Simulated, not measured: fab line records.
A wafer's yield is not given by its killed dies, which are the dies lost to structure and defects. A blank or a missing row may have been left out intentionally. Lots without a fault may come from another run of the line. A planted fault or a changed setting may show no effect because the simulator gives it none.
Which tool is to blame? -- flow nand harc -- 12 lots with 36 wafers sampled at 5 steps, on a route of 1159 steps

## WHAT THE GAUGES SHOWED, per wafer
NHARC_P_M1_THK_MEAS_24: measures by xrf.
lot,measured,on,thk nm (nm)
L477,day 6 05:25,film metro-02,158.6 157.4 157.5
L478,day 6 18:28,film metro-01,157.4 159.5 159.6
L479,day 6 18:58,film metro-01,159.2 158.2 156.1
L482,day 7 11:14,film metro-01,158.7 159.1 159.9
L483,day 7 12:24,film metro-01,156.4 155.8 157.2
L484,day 7 19:26,film metro-02,158.2 157.8 158.8
L486,day 8 05:46,film metro-02,159.5 160.0 158.1
L485,day 8 08:32,film metro-02,159.1 158.6 158.5
L491,day 9 08:50,film metro-01,158.3 156.9 156.1
L492,day 10 00:57,film metro-01,157.2 157.4 158.7
L494,day 10 11:44,film metro-02,158.7 158.2 158.9
L497,day 11 03:22,film metro-01,157.2 155.4 157.5

NHARC_P_M2_CD_MEAS_16.
lot,measured,on,cd nm (nm)
L477,day 6 07:28,cd sem-01,170.3 170.3 170.4
L478,day 6 20:44,cd sem-01,170.4 170.4 169.7
L479,day 6 20:59,cd sem-01,171.0 170.6 170.6
L482,day 7 13:13,cd sem-03,170.7 171.2 171.1
L483,day 7 14:30,cd sem-02,170.2 169.5 169.8
L484,day 7 21:28,cd sem-01,170.0 169.7 169.7
L486,day 8 07:41,cd sem-02,170.9 170.6 171.3
L485,day 8 10:35,cd sem-01,170.2 169.7 169.9
L491,day 9 10:58,cd sem-02,169.8 168.8 169.1
L492,day 10 02:59,cd sem-02,170.5 170.1 170.1
L494,day 10 13:49,cd sem-01,170.2 170.3 169.9
L497,day 11 05:17,cd sem-02,170.7 169.8 170.7

NHARC_END_SORT_01.
lot,measured,on,defect limited yield (%),killed at array,killed at other,killed at periphery,killed dies,killed open,killed short,sort_bin_2_pct (%),sort_bin_3_pct (%),sort_bin_4_pct (%),sort n pass,sort rim yield pct (%),sort yield pct (%)
L484,day 21 00:56,prober-02,93.9 95.1 93.5,39 31 43,0 2 1,2 0 0,41 33 44,6 3 6,1 1 1,1.8 1.8 1.9,0.15 0.30 0.30,4.1 2.8 4.3,636 644 633,86 93 92,93.9 95.1 93.5
L494,day 23 12:43,prober-01,94.4 93.2 93.4,33 39 41,2 2 1,3 5 3,38 46 45,1 8 5,2 4 0,1.5 3.0 2.4,0.59 0.44 0.30,3.5 3.4 4.0,639 631 632,95 88 95,94.4 93.2 93.4

## WHAT TOOL EACH LOT RAN ON (gives the tool, then ch and the chambers of the sampled wafers, and finally the start)
lot,NHARC_P_M1_DEP_33,NHARC_P_M2_ETCH_28
L477,"pecvd-04 ch 0,1,2, day 6 05:49","rie diel-12 ch 1,2,3, day 6 07:47"
L478,"pecvd-03 ch 0,1,2, day 6 18:54","rie diel-12 ch 0,1,2, day 6 21:03"
L479,"pecvd-04 ch 0,1,2, day 6 19:16","rie diel-12 ch 0,1,3, day 6 21:19"
L482,"pecvd-04 ch 0,1,2, day 7 11:32","rie diel-09 ch 0,1,3, day 7 13:32"
L483,"pecvd-03 ch 1,2, day 7 12:50","rie diel-09 ch 0,2,3, day 7 14:53"
L484,"pecvd-04 ch 0,1,2, day 7 19:44","rie diel-12 ch 1,3, day 7 21:47"
L486,"pecvd-02 ch 1,2, day 8 06:06","rie diel-08 ch 1,3, day 8 07:59"
L485,"pecvd-04 ch 0,2, day 8 08:53","rie diel-12 ch 0,2, day 8 10:54"
L491,"pecvd-03 ch 1,2, day 9 09:13","rie diel-08 ch 0,1,3, day 9 11:30"
L492,"pecvd-02 ch 0,2, day 10 01:17","rie diel-12 ch 0,2,3, day 10 03:18"
L494,"pecvd-02 ch 0,2, day 10 12:02","rie diel-12 ch 0,2, day 10 14:10"
L497,"pecvd-04 ch 0,2, day 11 03:45","rie diel-09 ch 0,1, day 11 05:38"
- NHARC_P_M1_DEP_33: deposits SiCN, target thk 30 nm.
- NHARC_P_M2_ETCH_28: etches the open film in CF4/N2, target depth 30 nm, time 72.99 s.

## AS READ BY THE TOOLS THEMSELVES (means over the sampled wafers that have a number; for cases with no such wafer, the mark the record gives instead)
NHARC_P_M1_DEP_33.
lot,tool,heater power w (W),susceptor temp C (C)
L477,pecvd-04,656,369.97
L478,pecvd-03,524,370.13
L479,pecvd-04,589,370.09
L482,pecvd-04,641,370.17
L483,pecvd-03,577,369.87
L484,pecvd-04,624,369.84
L486,pecvd-02,561,369.98
L485,pecvd-04,668,369.94
L491,pecvd-03,556,369.85
L492,pecvd-02,562,370.13
L494,pecvd-02,621,369.89
L497,pecvd-04,671,369.97

NHARC_P_M2_ETCH_28.
lot,tool,drypump motor current A (A),oes product au (a.u.),rf vpp V (V),run length s (s),showerhead plenum p Torr (Torr),throttle valve pct (%)
L477,rie diel-12,5.8,0.998,314.9,94.4,2.63,19.793
L478,rie diel-12,6.1,0.992,315.3,94.1,2.68,19.796
L479,rie diel-12,5.8,0.990,315.2,94.1,2.68,19.797
L482,rie diel-09,5.9,1.011,314.0,94.1,2.62,19.793
L483,rie diel-09,5.9,1.000,314.0,94.1,2.68,19.792
L484,rie diel-12,5.6,1.000,314.4,94.4,2.64,19.793
L486,rie diel-08,6.4,1.007,315.1,93.9,2.71,19.802
L485,rie diel-12,6.3,1.004,315.7,94.0,2.73,19.801
L491,rie diel-08,6.3,0.999,316.1,93.9,2.71,19.797
L492,rie diel-12,6.1,1.013,314.7,98.0,2.68,19.789
L494,rie diel-12,6.4,1.003,314.7,98.1,2.68,19.795
L497,rie diel-09,5.8,1.000,313.2,93.9,2.61,19.804

## THE ANSWER, worked out from the rows above alone
Rule: what is usual is taken from the lots themselves. Put in order of their means at a reading, lots are off if they are a third of the lots or fewer, leave a main group of 4 or more, and stand apart from it by a gap of 3 or more times the standard deviation of the main group's means; of several such gaps the widest counts. A main group whose means are all the same, to the digits that the tables above print for the reading, isn't used. Also off: a lot with no number at a reading for which 4 or more lots have one. Where the step has rows for the other lots, those lots are counted as sound. First the gauges in route order, then the tools' own readings, where a lot's mean is used as printed above. The first step at which some lot is off is used, and at that step the reading that is off furthest; a lot without a number counts as furthest.
Off: L492, L494 (NHARC_P_M2_ETCH_28, run length s). Main group: mean 94.1 s, sd 0.18.
A tool fits if, at that step or a process step before it, it ran every lot that is off, and no sound lot after the first of them. Can't be told from this: 2 tools fit, pecvd-02 at NHARC_P_M1_DEP_33, rie diel-12 at NHARC_P_M2_ETCH_28.

## WHAT THE SIMULATOR PUT IN
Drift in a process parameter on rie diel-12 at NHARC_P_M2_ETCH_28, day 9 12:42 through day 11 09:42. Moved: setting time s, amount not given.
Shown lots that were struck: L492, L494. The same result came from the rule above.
